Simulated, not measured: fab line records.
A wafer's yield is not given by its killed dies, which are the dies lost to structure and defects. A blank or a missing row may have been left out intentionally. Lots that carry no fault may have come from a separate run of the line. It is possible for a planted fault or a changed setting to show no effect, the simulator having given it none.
Chamber matching -- flow nand_harc -- 4 sister chambers for NHARC_A_ZERO_WELL_DESCUM_12 on rie_diel-07
The step chemistry O2, time 3 s. 8 wafers are shown with their chamber, then 12 later ones without.

## WAFERS PAIRED WITH THEIR CHAMBERS
wafer,chamber,showerhead_plenum_p_Torr (Torr),drypump_motor_current_A (A)
L086.4,0,1.85,5.8
L089.4,3,1.92,5.9
L091.1,2,2.05,6.1
L091.3,3,1.92,5.9
L091.4,0,1.84,5.7
L092.1,2,2.05,6.1
L092.2,1,1.90,6.2
L092.5,1,1.90,6.3

## WAFERS WHOSE CHAMBER IS MISSING
wafer,showerhead_plenum_p_Torr (Torr),drypump_motor_current_A (A)
L093.3,1.92,5.9
L093.5,1.90,6.2
L093.6,1.84,5.7
L094.1,1.90,6.3
L094.4,2.05,6.1
L094.5,1.84,5.7
L095.2,1.90,6.2
L095.5,1.92,5.9
L095.6,2.05,6.1
L096.1,1.90,6.2
L096.5,1.92,5.9
L096.6,2.05,6.1

## CHAMBER TAKEN BY EACH
wafer,from the rows above,in truth
L093.3,3,3
L093.5,1,1
L093.6,0,0
L094.1,1,1
L094.4,2,2
L094.5,0,0
L095.2,1,1
L095.5,3,3
L095.6,2,2
L096.1,1,1
L096.5,3,3
L096.6,2,2
Correct placement for 12 of the 12. From these rows, 0 cannot be placed. Placed wrongly: 0.
How it was worked out, from the rows above alone: a wafer's distance from a chamber is the root of the sum, over the readings, of the square of ((its reading less the chamber's mean) divided by the reading's scatter). If the next closest chamber is less than 2 further off than the closest, the wafer can't be placed; otherwise it belongs to the closest. Each chamber's mean is taken over the wafers shown for it. The scatter: the root of (the sum of the squares of (reading less its chamber's mean) over the shown wafers, divided by (wafers less chambers)).
